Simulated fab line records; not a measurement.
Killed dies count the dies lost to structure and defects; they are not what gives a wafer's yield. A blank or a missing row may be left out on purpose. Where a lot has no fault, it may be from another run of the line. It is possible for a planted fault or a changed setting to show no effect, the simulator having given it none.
Chamber matching :: flow n5_finfet :: N5_BEOL_M0_CO_CAP_123 on cvd_co-02 has 3 sister chambers
The step material Co, precursor CCTBA/H2, target thk 2 nm, time 102.1 s. 3 wafers are shown with their chamber, then 11 later ones without.

## EACH WAFER AND ITS CHAMBER
wafer: L081.3
chamber: 2
heater_power_w (W): 263

wafer: L090.5
chamber: 0
heater_power_w (W): 220

wafer: L094.3
chamber: 1
heater_power_w (W): 235

## WAFERS MISSING THEIR CHAMBER
wafer: L094.5
heater_power_w (W): 248

wafer: L094.6
heater_power_w (W): 223

wafer: L095.1
heater_power_w (W): 216

wafer: L095.3
heater_power_w (W): 230

wafer: L095.6
heater_power_w (W): 232

wafer: L096.1
heater_power_w (W): 225

wafer: L096.4
heater_power_w (W): 250

wafer: L096.5
heater_power_w (W): 217

wafer: L097.1
heater_power_w (W): 226

wafer: L097.3
heater_power_w (W): 255

wafer: L097.6
heater_power_w (W): 220

## THE CHAMBER EACH PASSED THROUGH
wafer: L094.5
from the rows above: can't be placed: 1 or 2
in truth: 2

wafer: L094.6
from the rows above: can't be placed: 0 or 1
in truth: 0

wafer: L095.1
from the rows above: 0
in truth: 0

wafer: L095.3
from the rows above: can't be placed: 1 or 0
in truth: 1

wafer: L095.6
from the rows above: can't be placed: 1 or 0
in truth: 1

wafer: L096.1
from the rows above: can't be placed: 0 or 1
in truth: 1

wafer: L096.4
from the rows above: can't be placed: 2 or 1
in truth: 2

wafer: L096.5
from the rows above: 0
in truth: 0

wafer: L097.1
from the rows above: can't be placed: 0 or 1
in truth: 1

wafer: L097.3
from the rows above: can't be placed: 2 or 1
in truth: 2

wafer: L097.6
from the rows above: 0
in truth: 0
Placed correctly: 3 of 11. These rows do not allow placing 8 (true chamber among the candidates in 8). 0 placed wrongly.
How it was worked out, from the rows above alone: a wafer's distance from a chamber is the root of the sum, over the readings, of the square of ((its reading less the chamber's mean) divided by the reading's scatter). If the next closest chamber is less than 2 further off than the closest, the wafer can't be placed; otherwise it belongs to the closest. The mean given for a chamber averages the wafers shown for that chamber. The scatter (one wafer shown for each chamber): square how far every hidden wafer sits from the nearest shown wafer, average those squares and take the square root.
